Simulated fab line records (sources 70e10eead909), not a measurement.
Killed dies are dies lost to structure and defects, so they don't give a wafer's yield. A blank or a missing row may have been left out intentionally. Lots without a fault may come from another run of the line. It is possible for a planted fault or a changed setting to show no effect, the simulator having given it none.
fab line records + flow nand_harc
record:
- lots: 13
- wafers: 39
- last_day: 33
route steps=1302 shown A_DECK1_JOINT@530 A_ONON_D2@552 A_CHANNEL_HOLE_D2@583 END@1302
lots that met no fault: taken from a fault-free run of the same line
start_h: the number of hours between the record's first day and the start of the first shown wafer of the lot + wait_h: time in hours since the lot's previous step + " same as the row above + L1.1+2: one row covering several wafers at once + - no value present, or no start provided + * or withheld: withheld + < > ~ a bound
route shown NAME@n: NAME is a module with steps in the file, n the number in the route of the first one + usual: average and standard deviation across the fault-free wafers + same: alike in all rows + chamber/n: place in a boat + sites: per-site readings + _std_site: standard deviation across them + _edge_site: inner sites' mean taken away from outer sites' mean + radius_mm: for every site, how far away it sits from the centre of the wafer + mask NAME#n: copy n + behind: the last tool/chamber to shape the wafer + hold: reason for holding the lot/hours on hold/outcome of the hold + device: names the non-switching transistor (n, p or np) + end of line: the tests these same wafers got at the end of their route + where a step has no rows: the recipe by itself + killed: dies that structure and defects cost at the first sort, which is not the same as the wafer's yield + map: the dies of a wafer, with x for killed, . for not killed, _ for no die there
set.NAME: the run value of the setting; set.NAME@STEP: its run value at that earlier step + model.NAME: the simulator's own value behind a step, which no gauge read
one table for each step of the route and one row for each wafer, over a sample of lots
services: when a tool's chamber went out of use (start_h, in hours from the record's first day, below 0 if earlier), for how many hours, and the reason
== steps ==
step: NHARC_A_DECK1_JOINT_ETCHBACK_00
recipe:
- target_depth_a: 300
- time_s: 17.4
- hbr_flow_sccm: 150
- rf_w: 350
- icp_w: 350
- bias_w: 60
- chemistry: HBr
usual:
- drypump_motor_current_A: 5.6/0.41
- oes_product_au: 0.998/0.0073
- throttle_valve_pct: 23.267/0.01
| lot.wafer | tool      | chamber | start_h | wait_h | drypump_motor_current_A | oes_product_au | rf_hours_counter_h | throttle_valve_pct |
|-----------|-----------|---------|---------|--------|-------------------------|----------------|--------------------|--------------------|
| L761.3    | rie_si-03 | 1       | 252.29  | 0.1    | 6.2                     | 0.999          | 0.2                | 23.267             |
| L761.2    | "         | 2       | "       | "      | 5.7                     | 0.991          | 0.1                | 23.262             |
| L761.4    | "         | 3       | "       | "      | 5.2                     | 1.004          | 0.1                | 23.269             |
| L762.1    | rie_si-02 | 0       | 276.55  | 0.1    | 5.5                     | 0.996          | 1.1                | 23.258             |
| L762.3    | "         | 1       | "       | "      | 5.8                     | 1.004          | 1.1                | 23.260             |
| L762.2    | "         | 3       | "       | "      | 5.4                     | 0.985          | 1.1                | 23.263             |
| L763.1    | rie_si-03 | 0       | 280.23  | 0.1    | 6.6                     | 1.000          | 0.3                | 23.261             |
| L763.4    | "         | 1       | "       | "      | 6.2                     | 0.991          | 0.3                | 23.263             |
| L763.5    | "         | 0       | "       | "      | 6.6                     | 1.001          | -                  | 23.240             |
| L766.1    | rie_si-05 | 0       | 303.03  | 0.1    | 5.7                     | 1.012          | 1.0                | 23.277             |
| L766.2    | "         | 3       | "       | "      | 5.4                     | 1.012          | 1.0                | 23.270             |
| L766.5    | "         | 0       | "       | "      | 5.7                     | 1.013          | -                  | 23.271             |
| L765.2    | rie_si-03 | 2       | 303.04  | 0.1    | 5.7                     | 1.004          | 0.4                | 23.260             |
| L765.3    | "         | 3       | "       | "      | 5.3                     | 0.993          | 0.4                | 23.276             |
| L765.5    | "         | 3       | "       | "      | 5.3                     | 0.991          | -                  | 23.278             |
| L773.4    | rie_si-05 | 0       | 380.81  | 0.1    | 5.7                     | 1.000          | 0.4                | 23.270             |
| L773.3    | "         | 1       | "       | "      | 5.1                     | 0.994          | 0.4                | 23.245             |
| L773.2    | "         | 2       | "       | "      | 5.5                     | 1.005          | 0.4                | 23.269             |
| L774.3    | rie_si-02 | 1       | 406.51  | 0.2    | 5.7                     | 0.992          | 0.8                | 23.259             |
| L774.4    | "         | 2       | "       | "      | 5.4                     | 1.000          | 0.9                | 23.277             |
| L774.6    | "         | 1       | "       | "      | 5.7                     | 1.006          | -                  | 23.269             |
| L776.4    | rie_si-03 | 3       | 422.76  | 0.1    | 5.3                     | 0.988          | 0.1                | 23.273             |
| L776.5    | "         | 3       | "       | "      | 5.3                     | 0.991          | -                  | 23.242             |
| L776.6    | "         | 0       | "       | "      | 6.6                     | 0.989          | -                  | 23.270             |
| L781.1    | rie_si-05 | 1       | 454.87  | 0.1    | 5.1                     | 1.000          | 0.8                | 23.269             |
| L781.4    | "         | 0       | "       | "      | 5.7                     | 0.989          | 0.9                | 23.277             |
| L781.5    | "         | 2       | "       | "      | 5.5                     | 1.004          | -                  | 23.256             |
| L780.2    | rie_si-05 | 2       | 458.20  | 0.1    | 5.5                     | 1.000          | 1.0                | 23.264             |
| L780.5    | "         | 2       | "       | "      | 5.5                     | 1.003          | -                  | 23.267             |
| L780.6    | "         | 3       | "       | "      | 5.4                     | 0.999          | -                  | 23.255             |
| L782.1    | rie_si-03 | 2       | 462.08  | 0.1    | 5.7                     | 0.998          | 0.3                | 23.269             |
| L782.6    | "         | 3       | "       | "      | 5.3                     | 0.991          | -                  | 23.269             |
| L782.5    | "         | 0       | "       | "      | 6.6                     | 0.994          | -                  | 23.285             |
| L779.1    | rie_si-05 | 0       | 465.98  | 0.1    | 5.7                     | 1.006          | 1.2                | 23.272             |
| L779.5    | "         | 2       | "       | "      | 5.5                     | 1.003          | -                  | 23.266             |
| L779.6    | "         | 3       | "       | "      | 5.4                     | 0.996          | -                  | 23.247             |
| L783.2    | rie_si-05 | 3       | 475.90  | 0.1    | 5.4                     | 0.997          | 1.3                | 23.286             |
| L783.1    | "         | 0       | "       | "      | 5.7                     | 0.997          | 1.2                | 23.264             |
| L783.6    | "         | 0       | "       | "      | 5.7                     | 0.994          | -                  | 23.265             |
step: NHARC_A_ONON_D2_THK_MEAS_11
recipe:
- thk_meas_gauge: ellipsometry
usual:
- thk_nm: 1001/10
| lot.wafer | tool          | chamber | start_h | wait_h | thk_nm |
|-----------|---------------|---------|---------|--------|--------|
| L761.2    | film_metro-01 | -       | 282.14  | -      | 1003   |
| L761.3    | "             | -       | "       | "      | 1003   |
| L761.4    | "             | -       | "       | "      | 1003   |
| L763.1    | film_metro-01 | -       | 304.65  | -      | 1002   |
| L763.4    | "             | -       | "       | "      | 1004   |
| L763.5    | "             | -       | "       | "      | 1005   |
| L762.1    | film_metro-01 | -       | 309.63  | -      | 1003   |
| L762.2    | "             | -       | "       | "      | 1005   |
| L762.3    | "             | -       | "       | "      | 1003   |
| L766.1    | film_metro-01 | -       | 330.90  | -      | 1011   |
| L766.2    | "             | -       | "       | "      | 1012   |
| L766.5    | "             | -       | "       | "      | 1013   |
| L765.2    | film_metro-02 | -       | 330.90  | -      | 997    |
| L765.3    | "             | -       | "       | "      | 999    |
| L765.5    | "             | -       | "       | "      | 998    |
| L773.2    | film_metro-02 | -       | 409.89  | -      | 1001   |
| L773.3    | "             | -       | "       | "      | 1001   |
| L773.4    | "             | -       | "       | "      | 1000   |
| L774.3    | film_metro-02 | -       | 431.78  | -      | 994    |
| L774.4    | "             | -       | "       | "      | 993    |
| L774.6    | "             | -       | "       | "      | 994    |
| L776.4    | film_metro-02 | -       | 450.13  | -      | 1001   |
| L776.5    | "             | -       | "       | "      | 1001   |
| L776.6    | "             | -       | "       | "      | 1002   |
| L781.1    | film_metro-01 | -       | 479.78  | -      | 997    |
| L781.4    | "             | -       | "       | "      | 996    |
| L781.5    | "             | -       | "       | "      | 997    |
| L780.2    | film_metro-01 | -       | 484.41  | -      | 998    |
| L780.5    | "             | -       | "       | "      | 998    |
| L780.6    | "             | -       | "       | "      | 1000   |
| L782.1    | film_metro-01 | -       | 492.73  | -      | 998    |
| L782.5    | "             | -       | "       | "      | 997    |
| L782.6    | "             | -       | "       | "      | 997    |
| L779.1    | film_metro-02 | -       | 492.74  | -      | 1005   |
| L779.5    | "             | -       | "       | "      | 1005   |
| L779.6    | "             | -       | "       | "      | 1003   |
| L783.1    | film_metro-01 | -       | 502.31  | -      | 992    |
| L783.2    | "             | -       | "       | "      | 994    |
| L783.6    | "             | -       | "       | "      | 993    |
step: NHARC_A_ONON_D2_DEP_28
recipe:
- target_thk_a: 10000
- n2_flow_sccm: 2750
- n2o_flow_sccm: 2000
- nh3_flow_sccm: 500
- sih4_flow_sccm: 210
- temp_c: 400
| lot.wafer  | tool          | chamber | start_h | wait_h |
|------------|---------------|---------|---------|--------|
| L761.2+3+4 | pecvd_onon-04 | 0       | 292.58  | 0.1    |
| L763.1+4+5 | pecvd_onon-03 | 0       | 314.33  | 0.1    |
| L762.1+2+3 | pecvd_onon-03 | 0       | 319.63  | 0.1    |
| L766.1+2+5 | pecvd_onon-02 | 0       | 340.65  | 0.1    |
| L765.2+3+5 | pecvd_onon-03 | 0       | 340.72  | 0.1    |
| L773.2+3+4 | pecvd_onon-03 | 0       | 422.86  | 0.1    |
| L774.3+4+6 | pecvd_onon-03 | 0       | 443.49  | 0.2    |
| L776.4+5+6 | pecvd_onon-04 | 0       | 460.31  | 0.2    |
| L781.1+4+5 | pecvd_onon-02 | 0       | 489.88  | 0.1    |
| L780.2+5+6 | pecvd_onon-02 | 0       | 496.83  | 0.1    |
| L779.1+5+6 | pecvd_onon-03 | 0       | 502.58  | 0.1    |
| L782.1+5+6 | pecvd_onon-02 | 0       | 502.79  | 0.1    |
| L783.1+2+6 | pecvd_onon-03 | 0       | 516.48  | 0.1    |
step: NHARC_A_ONON_D2_THK_MEAS_30
recipe:
- thk_meas_gauge: ellipsometry
usual:
- thk_nm: 1000/10
| lot.wafer | tool          | chamber | start_h | wait_h | thk_nm |
|-----------|---------------|---------|---------|--------|--------|
| L761.2    | film_metro-01 | -       | 293.03  | -      | 993    |
| L761.3    | "             | -       | "       | "      | 992    |
| L761.4    | "             | -       | "       | "      | 991    |
| L763.1    | film_metro-01 | -       | 314.83  | -      | 1000   |
| L763.4    | "             | -       | "       | "      | 1002   |
| L763.5    | "             | -       | "       | "      | 1000   |
| L762.1    | film_metro-01 | -       | 320.14  | -      | 1003   |
| L762.2    | "             | -       | "       | "      | 1004   |
| L762.3    | "             | -       | "       | "      | 1004   |
| L766.1    | film_metro-01 | -       | 341.16  | -      | 993    |
| L766.2    | "             | -       | "       | "      | 992    |
| L766.5    | "             | -       | "       | "      | 994    |
| L765.2    | film_metro-02 | -       | 341.16  | -      | 1004   |
| L765.3    | "             | -       | "       | "      | 1004   |
| L765.5    | "             | -       | "       | "      | 1006   |
| L773.2    | film_metro-01 | -       | 423.30  | -      | 1493   |
| L773.3    | "             | -       | "       | "      | 1492   |
| L773.4    | "             | -       | "       | "      | 1495   |
| L774.3    | film_metro-02 | -       | 443.89  | -      | 1510   |
| L774.4    | "             | -       | "       | "      | 1510   |
| L774.6    | "             | -       | "       | "      | 1509   |
| L776.4    | film_metro-02 | -       | 460.65  | -      | 1018   |
| L776.5    | "             | -       | "       | "      | 1018   |
| L776.6    | "             | -       | "       | "      | 1019   |
| L781.1    | film_metro-02 | -       | 490.38  | -      | 1009   |
| L781.4    | "             | -       | "       | "      | 1009   |
| L781.5    | "             | -       | "       | "      | 1007   |
| L780.2    | film_metro-02 | -       | 497.29  | -      | 1015   |
| L780.5    | "             | -       | "       | "      | 1016   |
| L780.6    | "             | -       | "       | "      | 1016   |
| L779.1    | film_metro-02 | -       | 503.08  | -      | 993    |
| L779.5    | "             | -       | "       | "      | 995    |
| L779.6    | "             | -       | "       | "      | 995    |
| L782.1    | film_metro-02 | -       | 503.30  | -      | 1012   |
| L782.5    | "             | -       | "       | "      | 1011   |
| L782.6    | "             | -       | "       | "      | 1013   |
| L783.1    | film_metro-01 | -       | 516.99  | -      | 1001   |
| L783.2    | "             | -       | "       | "      | 1001   |
| L783.6    | "             | -       | "       | "      | 1000   |
step: NHARC_A_CHANNEL_HOLE_D2_OVL_MEAS_11
usual:
- overlay_x_nm: -0.1/0.82
- overlay_y_nm: 0.1/0.97
| lot.wafer | tool       | chamber | start_h | wait_h | overlay_x_nm | overlay_y_nm |
|-----------|------------|---------|---------|--------|--------------|--------------|
| L761.2    | overlay-02 | -       | 297.05  | -      | 0.1          | -0.2         |
| L761.3    | "          | -       | "       | "      | -0.5         | 0.1          |
| L761.4    | "          | -       | "       | "      | -0.3         | 0.0          |
| L763.1    | overlay-02 | -       | 318.02  | -      | -1.4         | 0.1          |
| L763.4    | "          | -       | "       | "      | -1.4         | -0.2         |
| L763.5    | "          | -       | "       | "      | -1.4         | 0.3          |
| L762.1    | overlay-01 | -       | 326.73  | -      | 0.9          | 0.0          |
| L762.2    | "          | -       | "       | "      | 0.2          | -0.6         |
| L762.3    | "          | -       | "       | "      | 1.1          | -0.4         |
| L765.2    | overlay-01 | -       | 344.50  | -      | 0.0          | -1.7         |
| L765.3    | "          | -       | "       | "      | 0.3          | -1.8         |
| L765.5    | "          | -       | "       | "      | 0.1          | -2.2         |
| L766.1    | overlay-02 | -       | 344.65  | -      | -0.2         | 0.8          |
| L766.2    | "          | -       | "       | "      | 0.1          | 0.8          |
| L766.5    | "          | -       | "       | "      | 0.0          | 0.9          |
| L776.4    | overlay-02 | -       | 468.20  | -      | -1.3         | 1.2          |
| L776.5    | "          | -       | "       | "      | -1.4         | 0.3          |
| L776.6    | "          | -       | "       | "      | -1.6         | 0.3          |
| L781.1    | overlay-02 | -       | 496.89  | -      | 0.5          | -0.3         |
| L781.4    | "          | -       | "       | "      | -0.4         | -0.2         |
| L781.5    | "          | -       | "       | "      | -0.2         | -0.3         |
| L780.2    | overlay-01 | -       | 500.75  | -      | -1.5         | -0.8         |
| L780.5    | "          | -       | "       | "      | -1.1         | -1.3         |
| L780.6    | "          | -       | "       | "      | -0.4         | -0.9         |
| L779.1    | overlay-01 | -       | 506.77  | -      | 0.4          | -0.2         |
| L779.5    | "          | -       | "       | "      | 0.6          | -0.2         |
| L779.6    | "          | -       | "       | "      | -0.2         | -0.4         |
| L782.1    | overlay-01 | -       | 508.49  | -      | 0.4          | 1.2          |
| L782.5    | "          | -       | "       | "      | 0.1          | 1.3          |
| L782.6    | "          | -       | "       | "      | 0.5          | 0.9          |
| L783.1    | overlay-01 | -       | 520.30  | -      | -0.4         | 0.8          |
| L783.2    | "          | -       | "       | "      | -0.5         | 0.3          |
| L783.6    | "          | -       | "       | "      | -1.0         | 0.7          |
step: NHARC_END_SORT_01
recipe:
- temp_c: 25
usual:
- killed_at_array: 52/16
- killed_at_other: 0.8/1.1
- killed_at_periphery: 4.2/2.5
- killed_dies: 57/16
- killed_open: 3.4/2
- killed_short: 2.6/1.6
same:
- gross_dies: 677
| lot.wafer | tool      | chamber | start_h | wait_h | killed_at_array | killed_at_other | killed_at_periphery | killed_dies | killed_open | killed_short |
|-----------|-----------|---------|---------|--------|-----------------|-----------------|---------------------|-------------|-------------|--------------|
| L773.2    | prober-01 | 0       | 691.54  | 2.8    | 673             | 1               | 3                   | 677         | 5           | 5            |
| L773.3    | prober-01 | 0       | 692.33  | 3.1    | 671             | 0               | 6                   | 677         | 3           | 1            |
| L773.4    | prober-01 | 0       | 693.13  | 3.4    | 674             | 0               | 3                   | 677         | 1           | 1            |
| L774.3    | prober-01 | 0       | 709.83  | 3.1    | 673             | 2               | 2                   | 677         | 1           | 3            |
| L774.4    | prober-01 | 0       | 710.64  | 3.4    | 675             | 0               | 2                   | 677         | 1           | 5            |
| L774.6    | prober-01 | 0       | 712.25  | 4.0    | 675             | 0               | 2                   | 677         | 4           | 0            |
killed by level:class
L773.2 A_ONON_D2:area_dep=625 A_CHANNEL_HOLE_D2:chamber_film_flake=15 A_CONTACT:chamber_film_flake=9 A_STAIRCASE:chamber_film_flake=6 A_SLIT:chamber_film_flake=4 A_WL_FILL:geometric_particle:short=2 A_CHANNEL_HOLE_D1:chamber_film_flake=2 P_GATE:geometric_particle:open=1
L773.3 A_ONON_D2:area_dep=628 A_CHANNEL_HOLE_D2:chamber_film_flake=16 A_CONTACT:chamber_film_flake=10 A_CHANNEL_HOLE_D1:chamber_film_flake=7 A_SLIT:chamber_film_flake=4 P_ZERO_WELL:chamber_film_flake=3 A_STAIRCASE:chamber_film_flake=2 P_CONTACT:geometric_particle:open=1
L773.4 A_ONON_D2:area_dep=626 A_CHANNEL_HOLE_D2:chamber_film_flake=20 A_CONTACT:chamber_film_flake=9 A_CHANNEL_HOLE_D1:chamber_film_flake=6 A_STAIRCASE:chamber_film_flake=4 P_ZERO_WELL:chamber_film_flake=3 A_SLIT:chamber_film_flake=3 A_WL_FILL:chamber_film_flake=2
L774.3 A_ONON_D2:area_dep=627 A_CHANNEL_HOLE_D1:chamber_film_flake=33 A_STAIRCASE:chamber_film_flake=4 A_SLIT:chamber_film_flake=2 A_CONTACT:chamber_film_flake=2 A_ONON_D1:geometric_particle:open=1 A_ONON_D1:geometric_particle:short=1 A_CHANNEL_HOLE_D1:geometric_particle:short=1
L774.4 A_ONON_D2:area_dep=644 A_CHANNEL_HOLE_D1:chamber_film_flake=20 A_ONON_D1:geometric_particle:short=2 A_WL_FILL:geometric_particle:short=2 P_STI:chamber_film_flake=2 A_STAIRCASE:chamber_film_flake=2 A_CONTACT:chamber_film_flake=2 A_CHANNEL_FILL_D1:geometric_particle:short=1
L774.6 A_ONON_D2:area_dep=639 A_CHANNEL_HOLE_D1:chamber_film_flake=25 A_STAIRCASE:chamber_film_flake=4 A_CONTACT:chamber_film_flake=3 P_CONTACT:geometric_particle:open=1 A_CHANNEL_FILL_D1:geometric_particle:open=1 A_DECK1_JOINT:geometric_particle:open=1 A_M0:geometric_particle:open=1
== services ==
| tool          | chamber | start_h | hours | kind       |
|---------------|---------|---------|-------|------------|
| rie_si-03     | 3       | 261.62  | 12.0  | repair     |
| rie_si-02     | -       | 277.00  | 9.0   | pm         |
| rie_si-05     | -       | 299.72  | 0.9   | repair     |
| rie_si-05     | -       | 305.00  | 9.0   | pm         |
| rie_si-05     | 0       | 305.00  | 9.0   | vent_cycle |
| rie_si-05     | 1       | 305.00  | 9.0   | vent_cycle |
| rie_si-05     | 2       | 305.00  | 9.0   | vent_cycle |
| rie_si-05     | 3       | 305.00  | 9.0   | vent_cycle |
| pecvd_onon-04 | -       | 311.54  | 13.0  | pm         |
| rie_si-05     | 0       | 314.00  | -     | clean      |
| rie_si-05     | 1       | 314.00  | -     | clean      |
| rie_si-05     | 2       | 314.00  | -     | clean      |
| rie_si-05     | 3       | 314.00  | -     | clean      |
| pecvd_onon-02 | -       | 366.16  | 13.0  | pm         |
| rie_si-02     | 2       | 373.88  | 5.7   | repair     |
| rie_si-03     | -       | 398.00  | 9.0   | pm         |
| pecvd_onon-03 | -       | 408.00  | 13.0  | pm         |
| rie_si-03     | 3       | 409.01  | 10.1  | repair     |
| rie_si-03     | 2       | 424.24  | 3.6   | repair     |
| rie_si-02     | -       | 454.00  | 9.0   | pm         |
| rie_si-03     | 3       | 463.03  | 5.5   | repair     |
| rie_si-05     | -       | 482.00  | 9.0   | pm         |
| rie_si-05     | 0       | 482.00  | 9.0   | vent_cycle |
| pecvd_onon-04 | -       | 492.54  | 13.0  | pm         |
== key ==
first_sign:
- step: NHARC_A_ONON_D2_THK_MEAS_30
- reading: thk_nm
- direction: up
- sigmas: 49
- usual: 1000
- struck: 1501
effect:
- step: NHARC_END_SORT_01
- reading: killed_at_array
- direction: up
- sigmas: 39
- usual: 52
- struck: 674
more_kills_born_at:
- NHARC_A_ONON_D2_DEP_28@pecvd_onon-03: 3789
met_at NHARC_A_ONON_D2_DEP_28
struck_lots L773,L774
struck_wafers L773.2,L773.3,L773.4,L774.3,L774.4,L774.6
later_rows_left_out L773.2,L773.3,L773.4,L774.3,L774.4,L774.6
tester_left_out L773,L774
not_acting_at NHARC_A_DECK1_JOINT_ETCHBACK_00,NHARC_A_ONON_D2_THK_MEAS_11,NHARC_A_CHANNEL_HOLE_D2_OVL_MEAS_11
onset_between 340.72 422.86
fault:
- kind: process_parameter_drift
- tool: pecvd_onon-03
- chamber: 0
- onset_h: 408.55
- steps: NHARC_A_ONON_D2_DEP_28
- channel: target_thk_a
- offset: *
- shape: step
- end_h: 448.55
- acts_in: *
- stated: *
tester_left_out: of these lots the tester's yield and bins aren't shown, on N5 and GAA mostly nor the transistor test; their killed dies are dies lost to structure and defects alone, not to doping, threshold or leakage, so they don't give the yield
later_rows_left_out: the simulator's readings of these wafers behind a module that went badly wrong aren't trusted and aren't shown, but for the sort
